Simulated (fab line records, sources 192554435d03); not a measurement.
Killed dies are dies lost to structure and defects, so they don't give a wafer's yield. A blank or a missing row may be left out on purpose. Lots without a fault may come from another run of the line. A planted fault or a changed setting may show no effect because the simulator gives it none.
Chamber matching | flow n5_finfet | N5_BEOL_M0_ETCH_128 on rie_diel-04: 4 sister chambers
The step etches SiCN in CF4/N2, target depth 12 nm, overetch 5.1 nm, time 21.4 s. 4 wafers are shown with their chamber, then 11 later ones without.

WAFERS WITH THEIR CHAMBER
wafer  | chamber | showerhead_plenum_p_Torr (Torr)
L084.5 | 3       | 2.28
L087.3 | 2       | 2.24
L087.4 | 0       | 2.17
L090.4 | 1       | 2.36

WAFERS WITHOUT THEIR CHAMBER
wafer  | showerhead_plenum_p_Torr (Torr)
L090.5 | 2.16
L090.6 | 2.36
L091.1 | 2.36
L091.3 | 2.16
L091.6 | 2.27
L092.1 | 2.27
L092.2 | 2.23
L092.5 | 2.16
L094.2 | 2.16
L094.3 | 2.27
L094.4 | 2.23

WHICH CHAMBER EACH WENT THROUGH
wafer  | from the rows above | in truth
L090.5 | 0                   | 0
L090.6 | 1                   | 1
L091.1 | 1                   | 1
L091.3 | 0                   | 0
L091.6 | 3                   | 3
L092.1 | 3                   | 3
L092.2 | 2                   | 2
L092.5 | 0                   | 0
L094.2 | 0                   | 0
L094.3 | 3                   | 3
L094.4 | 2                   | 2
Placed correctly: 11 of 11. Can't be placed from these rows: 0. Placed wrongly: 0.
How it was worked out, from the rows above alone: a wafer's distance from a chamber is the root of the sum, over the readings, of the square of ((its reading less the chamber's mean) divided by the reading's scatter). The wafer belongs to the nearest chamber; if the next one is less than 2 further off, it can't be placed. A chamber's mean is the mean of its shown wafers. The scatter: with one shown wafer a chamber, the root of the mean of the squares of how far each hidden wafer lies from its nearest shown one.
